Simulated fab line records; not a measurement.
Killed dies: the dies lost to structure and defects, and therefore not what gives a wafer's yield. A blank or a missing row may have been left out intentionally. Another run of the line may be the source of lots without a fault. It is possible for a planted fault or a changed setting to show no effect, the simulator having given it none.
fab line records	flow n5_finfet
record lots=7	wafers=21
route steps=1938 shown BEOL_M10@1476 BEOL_M13@1661 BEOL_M14@1737 BEOL_M15@1797 PASSIVATION@1901
start_h: start of the lot's first displayed wafer, in hours after the record's first day	wait_h: hours from the lot's prior step to this one	" as in the row above	L1.1+2: a single row standing in for several wafers	- no value, or no start was given	* or withheld: withheld	< > ~ a bound
route shown NAME@n: NAME is a module with steps in the file, n the number in the route of the first one	usual: mean and standard deviation over wafers with no fault	same: alike in all rows	chamber/n: place in a boat	sites: readings site by site	_std_site: how widely they spread, as a standard deviation	_edge_site: the outer-site mean with the inner-site mean subtracted	radius_mm: how far each site lies from the wafer's centre	mask NAME#n: copy n	behind: tool/chamber where the wafer was last shaped	hold: cause of the lot's hold/its duration in hours/its outcome	device: the n, p or np transistor that did not switch	end of line: the same wafers' tests at the end of the route	step lacking rows: just its recipe	killed: not the wafer's yield, but the dies lost to structure and defects at the first sort	map: a wafer's dies, marking killed ones x, the rest . and places with no die _
set.NAME: setting as actually run; set.NAME@STEP: the setting as run at that earlier step	model.NAME: the simulator's own value behind a step, which no gauge read
lots with deliberately changed settings; one table per step, one row per wafer
## steps
# step N5_BEOL_M10_COAT_60
# recipe resist=SiARC	temp_c=220	time_s=60	spin_rpm=1500	resist_thk_nm=30
lot.wafer	tool	chamber	start_h	wait_h	set.spin_rpm	model.SiARC_of_BEOL_M10_COAT_60.thk_nm
L079.3+4+6	litho_track-03	0	-	-	1500	30
L078.1+5	litho_track-03	0	-	-	1500	30
L078.3	"	0	"	"	1417	31
L081.3	litho_track-05	0	-	-	1377	31.2
L081.4+6	"	0	"	"	1500	30
L085.1+3	litho_track-04	0	-	-	1500	29.8
L085.2	"	0	"	"	1500	30
L089.1	litho_track-05	0	-	-	1500	30
L089.3	"	0	"	"	1585	29.2
L089.4	"	0	"	"	1500	29.8
L092.2+5	litho_track-04	0	-	-	1345	31.6
L092.3	"	0	"	"	1500	30
L093.1	litho_track-05	0	-	-	1500	30
L093.4	"	0	"	"	1500	30.2
L093.6	"	0	"	"	1417	30.8
# step N5_BEOL_M10_COAT_05
# recipe resist=CAR-ArF	spin_rpm=1500	resist_thk_nm=90
# step N5_BEOL_M10_EBR_07
# recipe solvent=PGMEA	ebr_width_mm=1.5
# step N5_BEOL_M10_DESCUM_16
# recipe chemistry=O2	time_s=7.9	source_power_w=50	bias_power_w=20	pressure_mtorr=20	rf_frequency_hz=2.712e+07	temp_c=40	resist=CAR-ArF	o2_flow_sccm=225
# step N5_BEOL_M10_ETCH_61
# recipe chemistry=CF4	target=SiARC	target_depth_a=390	mask_material=CAR-ArF	time_s=65	ion_energy_ev=80	pressure_mtorr=40	source_w=545	bias_w=36	Ar_flow_sccm=100	cf4_flow_sccm=100	ends=cleared
lot.wafer	tool	chamber	start_h	wait_h	set.spin_rpm@BEOL_M10_COAT_60	model.etch.depth_nm	model.CAR-ArF_of_BEOL_M10_COAT_05.thk_nm
L079.3+6	rie_diel-03	2	258.93	0.0	1500	30.04	55.6
L079.4	"	1	"	"	1500	30.01	55.2
L078.1	rie_diel-05	0	259.14	0.0	1500	29.95	55.8
L078.3	"	3	"	"	1417	30.92	55
L078.5	"	3	"	"	1500	30.02	55.8
L081.3	rie_diel-05	1	272.59	0.0	1377	31.2	54.4
L081.4	"	0	"	"	1500	30	55.4
L081.6	"	0	"	"	1500	30.02	55.4
L085.1	rie_diel-01	1	295.36	0.0	1500	29.9	55.2
L085.2	"	2	"	"	1500	29.94	55.4
L085.3	"	0	"	"	1500	29.84	55.2
L089.1	rie_diel-01	2	306.21	0.0	1500	30.03	55.6
L089.3	"	0	"	"	1585	29.16	56.6
L089.4	"	1	"	"	1500	29.89	56
L092.2	rie_diel-01	2	321.94	0.0	1345	31.63	53.6
L092.3	"	3	"	"	1500	29.95	55.2
L092.5	"	3	"	"	1345	31.55	54.2
L093.1	rie_diel-03	0	325.68	0.0	1500	30.08	56
L093.4	"	2	"	"	1500	30.1	55.8
L093.6	"	1	"	"	1417	30.85	54.8
# step N5_BEOL_M10_ETCH_62
# recipe chemistry=N2/H2	target=SOC	target_depth_a=1100	overetch_a=220	mask_material=SiARC	temp_c=40	time_s=165	ion_energy_ev=200	pressure_mtorr=30	source_w=840	bias_w=150	n2_flow_sccm=200	h2_flow_sccm=200
lot.wafer	tool	chamber	start_h	wait_h	set.time_s	set.spin_rpm@BEOL_M10_COAT_60	model.SiARC_of_BEOL_M10_COAT_60.thk_nm
L079.3+6	rie_diel-03	2	258.98	0.0	165	1500	23.8
L079.4	"	1	"	"	165	1500	23.4
L078.1	rie_diel-05	0	259.19	0.0	165	1500	23.4
L078.3	"	3	"	"	152.6	1417	24.6
L078.5	"	3	"	"	165	1500	23.2
L081.3	rie_diel-05	1	272.64	0.0	165	1377	24.8
L081.4	"	0	"	"	165	1500	23.2
L081.6	"	0	"	"	197.6	1500	22
L085.1	rie_diel-01	1	295.41	0.0	132.6	1500	24.8
L085.2	"	2	"	"	165	1500	23.2
L085.3	"	0	"	"	165	1500	23.4
L089.1	rie_diel-01	2	306.26	0.0	165	1500	23.2
L089.3	"	0	"	"	165	1585	22.8
L089.4	"	1	"	"	198.9	1500	22.2
L092.2	rie_diel-01	2	321.99	0.0	136.7	1345	26.2
L092.3	"	3	"	"	165	1500	23.2
L092.5	"	3	"	"	165	1345	24.8
L093.1	rie_diel-03	0	325.73	0.0	138.4	1500	24.8
L093.4	"	2	"	"	165	1500	23.8
L093.6	"	1	"	"	165	1417	24.4
# step N5_BEOL_M10_STRIP_68
# recipe chemistry=N2/H2	temp_c=40	n2_flow_sccm=200	h2_flow_sccm=200	rf_frequency_hz=6e+07
# step N5_BEOL_M10_STRIP_67
# recipe chemistry=CF4	resist=SiARC	power_w=300	bias_power_w=75	pressure_mtorr=50	cf4_flow_sccm=150	rf_frequency_hz=6e+07
# step N5_BEOL_M10_HM_OPEN_17
# recipe chemistry=Cl2/BCl3	target_depth_a=200	overetch_a=60	target=TiN	mask_material=SOC	ion_energy_ev=150	pressure_mtorr=10	icp_w=1000	bias_w=126	Cl2_flow_sccm=53.25	bcl3_flow_sccm=21.75	Ar_flow_sccm=25
lot.wafer	tool	chamber	start_h	wait_h	set.time_s@BEOL_M10_ETCH_62	model.etch.depth_nm
L079.3	rie_metal-02	1	259.20	0.1	165	19.97
L079.4	"	0	"	"	165	20.26
L079.6	"	1	"	"	165	19.81
L078.1	rie_metal-03	1	259.38	0.0	165	20.23
L078.3	"	1	"	"	152.6	20.04
L078.5	"	1	"	"	165	20.01
L081.3	rie_metal-01	1	272.88	0.1	165	20.18
L081.4	"	1	"	"	165	19.94
L081.6	"	1	"	"	197.6	16.63
L085.1	rie_metal-03	0	295.59	0.0	132.6	19.64
L085.2	"	1	"	"	165	19.73
L085.3	"	0	"	"	165	19.27
L089.1	rie_metal-02	0	306.44	0.0	165	19.62
L089.3	"	1	"	"	165	20
L089.4	"	0	"	"	198.9	16.51
L092.2	rie_metal-03	1	322.18	0.0	136.7	20.3
L092.3	"	0	"	"	165	19.96
L092.5	"	1	"	"	165	20.08
L093.1	rie_metal-02	0	325.91	0.0	138.4	19.96
L093.4	"	0	"	"	165	20.2
L093.6	"	0	"	"	165	19.82
# step N5_BEOL_M13_COAT_58
# recipe resist=BARC	temp_c=205	time_s=60	spin_rpm=1500	resist_thk_nm=89
lot.wafer	tool	chamber	start_h	wait_h	set.spin_rpm	model.BARC_of_BEOL_M13_COAT_58.thk_nm
L078.1	litho_track-01	0	278.39	0.0	1500	89
L078.3	"	0	"	"	1557	87.4
L078.5	"	0	"	"	1500	88.6
L079.3	litho_track-05	0	278.62	0.0	1500	89
L079.4+6	"	0	"	"	1500	88.8
L081.3	litho_track-03	0	293.26	0.0	1500	89.2
L081.4	"	0	"	"	1500	89
L081.6	"	0	"	"	1584	86.8
L085.1	litho_track-05	0	311.70	0.0	1500	90
L085.2	"	0	"	"	1596	87.2
L085.3	"	0	"	"	1500	89.6
L089.1+3	litho_track-01	0	324.47	0.0	1500	89.2
L089.4	"	0	"	"	1500	89
L092.2	litho_track-01	0	340.57	0.0	1500	89.4
L092.3	"	0	"	"	1500	89.6
L092.5	"	0	"	"	1423	92
L093.1+4+6	litho_track-03	0	347.78	0.0	1500	88.8
# step N5_BEOL_M13_DESCUM_15
# recipe chemistry=O2	time_s=7.9	source_power_w=50	bias_power_w=20	pressure_mtorr=20	rf_frequency_hz=2.712e+07	temp_c=40	o2_flow_sccm=225
lot.wafer	tool	chamber	start_h	wait_h	set.time_s
L078.1+3+5	rie_diel-02	3,2,2	278.88	0.0	7.9
L079.3+4+6	rie_diel-06	3,0,0	279.10	0.0	7.9
L081.3	rie_diel-04	1	293.74	0.0	7.9
L081.4+6	"	3,0	"	"	7.304
L085.1+2	rie_diel-04	1,3	312.19	0.0	8.707
L085.3	"	2	"	"	7.9
L089.1+4	rie_diel-06	2,1	325.36	0.4	6.56
L089.3	"	3	"	"	7.9
L092.2+5	rie_diel-04	1,0	341.07	0.0	7.9
L092.3	"	2	"	"	9.007
L093.1+6	rie_diel-02	2,1	348.26	0.0	7.9
L093.4	"	0	"	"	7.385
# step N5_BEOL_M13_ETCH_59
# recipe chemistry=N2/H2	target=BARC	target_depth_a=890	overetch_a=267	time_s=67.9	ion_energy_ev=200	pressure_mtorr=30	source_w=840	bias_w=150	n2_flow_sccm=200	h2_flow_sccm=200
lot.wafer	tool	chamber	start_h	wait_h	set.spin_rpm@BEOL_M13_COAT_58	model.etch.depth_nm
L078.1	rie_diel-02	3	278.91	0.0	1500	88.96
L078.3	"	2	"	"	1557	87.41
L078.5	"	2	"	"	1500	88.68
L079.3	rie_diel-06	3	279.14	0.0	1500	88.99
L079.4	"	0	"	"	1500	88.89
L079.6	"	0	"	"	1500	88.77
L081.3	rie_diel-04	1	293.78	0.0	1500	89.14
L081.4	"	3	"	"	1500	88.91
L081.6	"	0	"	"	1584	86.79
L085.1	rie_diel-04	1	312.22	0.0	1500	89.95
L085.2	"	3	"	"	1596	87.11
L085.3	"	2	"	"	1500	89.62
L089.1	rie_diel-06	2	325.40	0.0	1500	89.2
L089.3	"	3	"	"	1500	89.17
L089.4	"	1	"	"	1500	89.05
L092.2	rie_diel-04	1	341.11	0.0	1500	89.5
L092.3	"	2	"	"	1500	89.61
L092.5	"	0	"	"	1423	91.97
L093.1	rie_diel-02	2	348.30	0.0	1500	88.78
L093.4	"	0	"	"	1500	88.71
L093.6	"	1	"	"	1500	88.85
# step N5_BEOL_M13_VIA_ETCH_16
# recipe chemistry=C4F8/O2/Ar	target=SiOC	pressure_mtorr=30	source_w=3000	bias_w=700	Ar_flow_sccm=400	C4F8_flow_sccm=15	O2_flow_sccm=8	he_inner_torr=15	he_outer_torr=30	target_depth_a=9217	time_s=withheld	ion_energy_ev=250	ends=cleared
# step N5_BEOL_M13_STRIP_63
# recipe chemistry=N2/H2	power_w=1000	temp_c=250	h2_frac=0.65	overash_fraction=0.3	pressure_mtorr=1000	n2_flow_sccm=1750	h2_flow_sccm=3250
# step N5_BEOL_M13_STRIP_64
# recipe chemistry=N2/H2	power_w=1000	temp_c=250	h2_frac=0.65	overash_fraction=0.3	pressure_mtorr=withheld	n2_flow_sccm=1750	h2_flow_sccm=3250
# usual strip_time_to_endpoint_s=31.34/0.082
lot.wafer	tool	chamber	start_h	wait_h	set.spin_rpm@BEOL_M13_COAT_58	strip_time_to_endpoint_s
L078.1	plasma_asher-02	0	279.26	0.0	1500	31.30
L078.3	"	0	"	"	1557	30.86
L078.5	"	0	"	"	1500	31.21
L079.3	plasma_asher-02	1	279.51	0.0	1500	31.31
L079.4	"	0	"	"	1500	31.28
L079.6	"	1	"	"	1500	31.26
L081.3	plasma_asher-01	0	294.14	0.0	1500	31.34
L081.4	"	1	"	"	1500	31.30
L081.6	"	0	"	"	1584	30.69
L085.1	plasma_asher-01	0	312.57	0.0	1500	31.58
L085.2	"	1	"	"	1596	30.77
L085.3	"	1	"	"	1500	31.50
L089.1	plasma_asher-01	0	325.75	0.0	1500	31.37
L089.3	"	1	"	"	1500	31.36
L089.4	"	0	"	"	1500	31.33
L092.2	plasma_asher-02	1	341.46	0.0	1500	31.47
L092.3	"	1	"	"	1500	31.49
L092.5	"	1	"	"	1423	32.15
L093.1	plasma_asher-02	0	348.64	0.0	1500	31.25
L093.4	"	0	"	"	1500	31.23
L093.6	"	0	"	"	1500	31.26
# step N5_BEOL_M14_COAT_65
# recipe resist=SOC	temp_c=250	time_s=60	spin_rpm=1500	resist_thk_nm=450
lot.wafer	tool	chamber	start_h	wait_h	set.spin_rpm	model.SOC_of_BEOL_M14_COAT_65.thk_nm
L078.1	litho_track-01	0	286.02	0.7	1378	469
L078.3	"	0	"	"	1500	450.2
L078.5	"	0	"	"	1378	470.4
L079.3	litho_track-04	0	287.92	0.0	1500	450.6
L079.4	"	0	"	"	1500	451
L079.6	"	0	"	"	1500	451.6
L081.3	litho_track-02	0	299.15	0.0	1500	450
L081.4	"	0	"	"	1500	450.2
L081.6	"	0	"	"	1448	458.2
L085.1	litho_track-02	0	316.87	0.0	1500	448.4
L085.2	"	0	"	"	1500	448.8
L085.3	"	0	"	"	1500	448
L089.1	litho_track-01	0	333.67	0.0	1424	462.6
L089.3	"	0	"	"	1500	451
L089.4	"	0	"	"	1424	463.6
L092.2	litho_track-04	0	345.71	0.0	1581	439.6
L092.3	"	0	"	"	1500	453.6
L092.5	"	0	"	"	1500	452.4
L093.1	litho_track-01	0	353.84	0.0	1500	450.8
L093.4	"	0	"	"	1500	450.6
L093.6	"	0	"	"	1633	432
# step N5_BEOL_M15_COAT_22
# recipe spin_rpm=1704	resist_thk_nm=800
lot.wafer	tool	chamber	start_h	wait_h	set.spin_rpm	model.coat_of_BEOL_M15_COAT_22.thk_nm
L078.1	litho_track-04	0	-	-	1704	799.2
L078.3	"	0	"	"	1704	797.6
L078.5	"	0	"	"	1704	798.8
L079.3	litho_track-03	0	-	-	1704	799.8
L079.4	"	0	"	"	1704	800.8
L079.6	"	0	"	"	1704	799
L081.3	litho_track-04	0	-	-	1704	797.6
L081.4	"	0	"	"	1704	798.6
L081.6	"	0	"	"	1704	798.4
L085.1	litho_track-04	0	-	-	1536	839.4
L085.2	"	0	"	"	1704	795
L085.3	"	0	"	"	1704	798.8
L089.1	litho_track-05	0	-	-	1704	800.8
L089.3	"	0	"	"	1704	803.6
L089.4	"	0	"	"	1653	813.8
L092.2+3	litho_track-04	0	-	-	1704	797.4
L092.5	"	0	"	"	1704	796.8
L093.1	litho_track-05	0	-	-	1639	815.6
L093.4	"	0	"	"	1704	797.4
L093.6	"	0	"	"	1639	814.2
# step N5_BEOL_M15_EXPOSE_25
# recipe mask_id=M15	na=0.8	source_shape=annular	sigma_inner=0.5	sigma_outer=0.8	polarization=unpolarized	target_cd_nm=400	dose_mj=35.5
lot.wafer	tool	chamber	start_h	wait_h	mask	set.dose_mj
L078.1	krf_scanner-02	0	295.58	-	M15#0	37.08
L078.3+5	"	0	"	"	M15#0	35.5
L079.3+4+6	krf_scanner-01	0	296.52	-	M15#0	35.5
L081.3	krf_scanner-01	0	304.31	-	M15#0	37.25
L081.4+6	"	0	"	"	M15#0	35.5
L085.1+2+3	krf_scanner-02	0	326.00	-	M15#0	35.5
L089.1+3	krf_scanner-02	0	339.44	-	M15#0	36.36
L089.4	"	0	"	"	M15#0	35.5
L092.2+5	krf_scanner-01	0	351.81	-	M15#0	34.77
L092.3	"	0	"	"	M15#0	35.5
L093.1+4+6	krf_scanner-01	0	359.26	-	M15#0	37.33
# step N5_BEOL_M15_PEB_26
# recipe peb_temp_c=130	peb_time_s=90
# step N5_BEOL_M15_DEVELOP_27
# recipe develop_time_s=45	rinse_liquid=diw	dry=air_spin	dev_temp_c=21
# step N5_BEOL_M15_HARDBAKE_32
# recipe temp_c=130	time_s=120
# step N5_BEOL_M15_CD_MEAS_28
# recipe target_cd_nm=407.6	landing_energy_ev=500	detector=se_inlens
# usual cd_nm=406.7/2.3
lot.wafer	tool	chamber	start_h	wait_h	set.dose_mj@BEOL_M15_EXPOSE_25	cd_nm
L078.1	cd_sem-03	0	295.75	-	37.08	416.4
L078.3	"	0	"	"	35.5	410.7
L078.5	"	0	"	"	35.5	411.6
L079.3	cd_sem-01	0	296.69	-	35.5	407.1
L079.4	"	0	"	"	35.5	406.6
L079.6	"	0	"	"	35.5	405.7
L081.3	cd_sem-02	0	304.47	-	37.25	411.7
L081.4	"	0	"	"	35.5	403.5
L081.6	"	0	"	"	35.5	403.7
L085.1	cd_sem-02	0	326.17	-	35.5	407.6
L085.2	"	0	"	"	35.5	408.5
L085.3	"	0	"	"	35.5	410.2
L089.1	cd_sem-01	0	339.61	-	36.36	412.0
L089.3	"	0	"	"	36.36	409.9
L089.4	"	0	"	"	35.5	406.1
L092.2	cd_sem-02	0	351.98	-	34.77	401.0
L092.3	"	0	"	"	35.5	406.9
L092.5	"	0	"	"	34.77	400.9
L093.1	cd_sem-03	0	359.43	-	37.33	414.6
L093.4	"	0	"	"	37.33	415.1
L093.6	"	0	"	"	37.33	413.2
# step N5_BEOL_M15_DESCUM_33
# recipe chemistry=O2	time_s=7.9	source_power_w=50	bias_power_w=20	pressure_mtorr=20	rf_frequency_hz=2.712e+07	temp_c=40	o2_flow_sccm=225
lot.wafer	tool	chamber	start_h	wait_h	set.dose_mj@BEOL_M15_EXPOSE_25	model.BEOL_M15.cd_nm
L078.1	rie_diel-06	2	296.30	0.5	37.08	416.8
L078.3	"	0	"	"	35.5	410.8
L078.5	"	1	"	"	35.5	411.4
L079.3	rie_diel-06	2	296.91	0.2	35.5	407.4
L079.4	"	1	"	"	35.5	406.6
L079.6	"	2	"	"	35.5	406.2
L081.3	rie_diel-06	1	304.56	0.0	37.25	411.8
L081.4	"	2	"	"	35.5	403.6
L081.6	"	1	"	"	35.5	403.8
L085.1	rie_diel-04	2	326.26	0.0	35.5	407.8
L085.2	"	0	"	"	35.5	408.8
L085.3	"	1	"	"	35.5	410.4
L089.1	rie_diel-04	0	340.07	0.4	36.36	411.8
L089.3	"	3	"	"	36.36	410
L089.4	"	1	"	"	35.5	406.4
L092.2	rie_diel-02	2	352.07	0.0	34.77	401.2
L092.3	"	1	"	"	35.5	406.6
L092.5	"	1	"	"	34.77	400.8
L093.1+4	rie_diel-06	2,3	359.52	0.0	37.33	415
L093.6	"	1	"	"	37.33	413.2
# step N5_BEOL_M15_ETCH_61
# recipe chemistry=N2/H2	target=BARC	target_depth_a=890	overetch_a=267	time_s=67.9	ion_energy_ev=200	pressure_mtorr=30	source_w=840	bias_w=150	n2_flow_sccm=200	h2_flow_sccm=200
lot.wafer	tool	chamber	start_h	wait_h	set.dose_mj@BEOL_M15_EXPOSE_25	model.BEOL_M15.cd_nm
L078.1	rie_diel-06	2	296.33	0.0	37.08	409.2
L078.3	"	0	"	"	35.5	403.2
L078.5	"	1	"	"	35.5	404.8
L079.3+4	rie_diel-06	2,1	296.95	0.0	35.5	399.2
L079.6	"	2	"	"	35.5	397.6
L081.3	rie_diel-06	1	304.59	0.0	37.25	404.2
L081.4	"	2	"	"	35.5	395.8
L081.6	"	1	"	"	35.5	397.4
L085.1	rie_diel-04	2	326.29	0.0	35.5	400.4
L085.2	"	0	"	"	35.5	402.4
L085.3	"	1	"	"	35.5	401.6
L089.1	rie_diel-04	0	340.10	0.0	36.36	404.4
L089.3	"	3	"	"	36.36	401.8
L089.4	"	1	"	"	35.5	397.4
L092.2	rie_diel-02	2	352.10	0.0	34.77	395.8
L092.3	"	1	"	"	35.5	398.2
L092.5	"	1	"	"	34.77	392.2
L093.1	rie_diel-06	2	359.56	0.0	37.33	406.6
L093.4	"	3	"	"	37.33	408
L093.6	"	1	"	"	37.33	406
# step N5_PASSIVATION_EXPOSE_27
# recipe mask_id=PAD	na=0.55	source_shape=conventional	sigma_outer=0.8	polarization=unpolarized	defocus_nm=0	dose_mj=32.3
lot.wafer	tool	chamber	start_h	wait_h	mask	set.dose_mj
L078.1+3	krf_scanner-02	0	304.95	-	PAD#0	30.92
L078.5	"	0	"	"	PAD#0	32.3
L079.3+4+6	krf_scanner-01	0	305.42	-	PAD#0	32.3
L081.3+6	krf_scanner-01	0	318.25	-	PAD#0	29.98
L081.4	"	0	"	"	PAD#0	32.3
L085.1+3	krf_scanner-01	0	341.34	-	PAD#0	32.3
L085.2	"	0	"	"	PAD#0	32.92
L089.1+3+4	krf_scanner-02	0	351.81	-	PAD#0	32.3
L092.2+5	krf_scanner-01	0	365.20	-	PAD#0	32.3
L092.3	"	0	"	"	PAD#0	34.22
L093.1+6	krf_scanner-02	0	370.08	-	PAD#0	34.21
L093.4	"	0	"	"	PAD#0	32.3
# step N5_PASSIVATION_PEB_28
# recipe peb_temp_c=withheld	peb_time_s=*
# step N5_PASSIVATION_DEVELOP_29
# recipe develop_time_s=60	rinse_liquid=diw	dry=air_spin	dev_temp_c=21
# step N5_PASSIVATION_HARDBAKE_31
# recipe temp_c=130	time_s=120
# step N5_PASSIVATION_CD_MEAS_30
# recipe target_cd_nm=4000	landing_energy_ev=500	detector=se_inlens	polarity=opening
# usual cd_nm=3999.8/2.2
lot.wafer	tool	chamber	start_h	wait_h	set.dose_mj@PASSIVATION_EXPOSE_27	cd_nm
L078.1	cd_sem-03	0	305.13	-	30.92	3991.4
L078.3	"	0	"	"	30.92	3992.0
L078.5	"	0	"	"	32.3	4002.8
L079.3	cd_sem-01	0	305.59	-	32.3	4000.1
L079.4	"	0	"	"	32.3	3995.9
L079.6	"	0	"	"	32.3	3998.4
L081.3	cd_sem-03	0	318.41	-	29.98	3988.7
L081.4	"	0	"	"	32.3	3999.0
L081.6	"	0	"	"	29.98	3988.2
L085.1	cd_sem-03	0	341.52	-	32.3	4000.1
L085.2	"	0	"	"	32.92	4001.1
L085.3	"	0	"	"	32.3	3998.5
L089.1	cd_sem-01	0	351.99	-	32.3	3997.3
L089.3	"	0	"	"	32.3	3998.9
L089.4	"	0	"	"	32.3	3998.1
L092.2	cd_sem-02	0	365.37	-	32.3	3998.0
L092.3	"	0	"	"	34.22	4007.6
L092.5	"	0	"	"	32.3	3999.4
L093.1	cd_sem-03	0	370.26	-	34.21	4005.8
L093.4	"	0	"	"	32.3	3996.5
L093.6	"	0	"	"	34.21	4007.7
## key
split step=N5_BEOL_M10_COAT_60	setting=spin_rpm	stated=1500	by=wafer
response step=N5_BEOL_M10_COAT_60	reading=model.SiARC_of_BEOL_M10_COAT_60.thk_nm	change=-0.149	per=1%	r=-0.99
response step=N5_BEOL_M10_ETCH_61	reading=model.etch.depth_nm	change=-0.151	per=1%	r=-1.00
response step=N5_BEOL_M10_ETCH_61	reading=model.CAR-ArF_of_BEOL_M10_COAT_05.thk_nm	change=+0.137	per=1%	r=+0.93
response step=N5_BEOL_M10_ETCH_62	reading=model.SiARC_of_BEOL_M10_COAT_60.thk_nm	slope=-0.155	per=1%	together_with=time_s@BEOL_M10_ETCH_62	explained=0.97
split step=N5_BEOL_M10_ETCH_62	setting=time_s	stated=165	by=wafer
response step=N5_BEOL_M10_HM_OPEN_17	reading=model.etch.depth_nm	shape=bent	at_lowest=19.64	at_stated=19.94	at_highest=16.51
response step=N5_BEOL_M10_ETCH_62	reading=model.SiARC_of_BEOL_M10_COAT_60.thk_nm	slope=-0.0705	per=1%	together_with=spin_rpm@BEOL_M10_COAT_60	explained=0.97
split step=N5_BEOL_M13_COAT_58	setting=spin_rpm	stated=1500	by=wafer
response step=N5_BEOL_M13_COAT_58	reading=model.BARC_of_BEOL_M13_COAT_58.thk_nm	change=-0.421	per=1%	r=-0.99
response step=N5_BEOL_M13_ETCH_59	reading=model.etch.depth_nm	change=-0.419	per=1%	r=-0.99
response step=N5_BEOL_M13_STRIP_64	reading=strip_time_to_endpoint_s	change=*	per=1%	r=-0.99
split step=N5_BEOL_M13_DESCUM_15	setting=time_s	stated=7.9	by=wafer
response none clear
split step=N5_BEOL_M14_COAT_65	setting=spin_rpm	stated=1500	by=wafer
response step=N5_BEOL_M14_COAT_65	reading=model.SOC_of_BEOL_M14_COAT_65.thk_nm	change=-2.3	per=1%	r=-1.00
split step=N5_BEOL_M15_COAT_22	setting=spin_rpm	stated=1704	by=wafer
response step=N5_BEOL_M15_COAT_22	reading=model.coat_of_BEOL_M15_COAT_22.thk_nm	change=-4.31	per=1%	r=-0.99
split step=N5_BEOL_M15_EXPOSE_25	setting=dose_mj	stated=35.5	by=wafer
response step=N5_BEOL_M15_CD_MEAS_28	reading=cd_nm	change=+1.6	per=1%	r=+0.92
response step=N5_BEOL_M15_DESCUM_33	reading=model.BEOL_M15.cd_nm	change=+1.62	per=1%	r=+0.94
response step=N5_BEOL_M15_ETCH_61	reading=model.BEOL_M15.cd_nm	change=+1.53	per=1%	r=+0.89
split step=N5_PASSIVATION_EXPOSE_27	setting=dose_mj	stated=32.3	by=wafer
response step=N5_PASSIVATION_CD_MEAS_30	reading=cd_nm	change=+1.67	per=1%	r=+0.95
